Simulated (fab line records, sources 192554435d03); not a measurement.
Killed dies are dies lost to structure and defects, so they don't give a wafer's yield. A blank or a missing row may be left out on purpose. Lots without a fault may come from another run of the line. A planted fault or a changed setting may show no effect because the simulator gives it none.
A struck lot beside a sound one | flow n5_finfet | 15 steps out of a route of 1938
Sound: wafers L909.3, L909.5, L909.6. Struck: wafer L912.4. (L912.3, L912.6 of the same lot were not struck and are left out.) The cause comes at the end.
At each step with rows: each side's tool, then ch and its chambers, then its first start. Under that, the readings that differ: sound wafers | struck wafers | difference of the means | sigmas: that difference in standard deviations of wafers without a fault.
alike: readings whose means differ by less than 2 such deviations, and words and numbers that are the same on both sides. not compared: withheld readings, readings that some wafer has no value for, bounds like >300 that may hide the same value, and numbers for which the record gives no deviation and whose values overlap.
The two part at a step that has a row with sigmas, a row that says differs or no value, or rows on one side only. Numbers that don't overlap but have no deviation are shown without sigmas and don't part them. A reading that every wafer of one side lacks parts them only if that side has two wafers or more.

first, 3 steps without rows for these wafers: N5_BEOL_M5_SRD_40 (time 30 s); N5_BEOL_M5_PRECLEAN_42 (cleans in residue remover, time 60 s); N5_BEOL_M5_SRD_43 (time 30 s).
N5_BEOL_M5_CD_MEAS_35: target cd 28 nm, target cd y 24 nm.
  sound on cd_sem-01, day 9 14:38; struck on cd_sem-02, day 10 05:11
  alike: cd_nm
N5_BEOL_M5_CURE_80: cures SiCOH lowk, time 120 s.
  sound on uv_cure-01 ch 1, day 9 14:47; struck on uv_cure-01 ch 1, day 10 05:26
  alike: lamp_power_pct, wafer_temp_C_max
then, 2 steps without rows for these wafers: N5_BEOL_M5_DEGAS_44 (time 60 s); N5_BEOL_M5_PRE_CLEAN_45 (time 30 s).
N5_BEOL_M5_ALD_86: deposits TaN, pulse time 2 s, purge time 3 s, co reactant purge time 2 s.
  sound on ald_metal-03 ch 0,3, day 9 15:18; struck on ald_metal-04 ch 2, day 10 06:45
  alike: heater_power_outer_w, heater_power_w
N5_BEOL_M5_SURFACE_TREAT_87:
  sound on pvd_sputter-02, day 9 15:37; struck on pvd_sputter-02, day 10 07:02
  not compared: throttle_valve_pct
then, 1 step without rows for these wafers: N5_BEOL_M5_CVD_47 (deposits Co from CCTBA/H2, target thk 3 nm, time 216 s).
N5_BEOL_M5_SPUTTER_48: material Cu, target thk 15 nm, time 27.62 s.
  sound on pvd_sputter-01, day 9 15:53; struck on pvd_sputter-01, day 10 07:16
  alike: chamber_pressure_pa, throttle_valve_pct
N5_BEOL_M5_ANNEAL_49: time 1800 s.
  sound on pvd_sputter-01, day 9 15:58; struck on pvd_sputter-01, day 10 07:20
  alike: heater_power_w
N5_BEOL_M5_SPUTTER_81: material Cu, target thk 15 nm, time 27.62 s.
  sound on pvd_sputter-01, day 9 16:58; struck on pvd_sputter-01, day 10 08:21
  reading                  | sound                   | struck  | difference | sigmas
  chamber_pressure_pa (Pa) | 0.06991 0.07028 0.07017 | 0.06639 | -0.00373   | -29
  alike: throttle_valve_pct
then, 1 step without rows for these wafers: N5_BEOL_M5_ANNEAL_82 (time 1800 s).
-- the record jumps here: 4 days lie between the struck wafers' starts before and after (it left off in module BEOL_M5 and takes up again in module PASSIVATION, whose first step shown is number 1936 of the route) --
N5_PASSIVATION_PROBE_49:
  the record has rows for the struck wafers here (prober-01, day 13 23:11) and none for the sound ones

WHERE THEY PART
First at N5_BEOL_M5_SPUTTER_81; last, within this record, at N5_PASSIVATION_PROBE_49.

WHY: what the simulator had put in
Process parameter drift: pvd_sputter-01, from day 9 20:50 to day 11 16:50, at N5_BEOL_M5_SPUTTER_81. Setting chamber_pressure_pa, moved by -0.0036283, from 0.07. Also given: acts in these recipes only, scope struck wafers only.
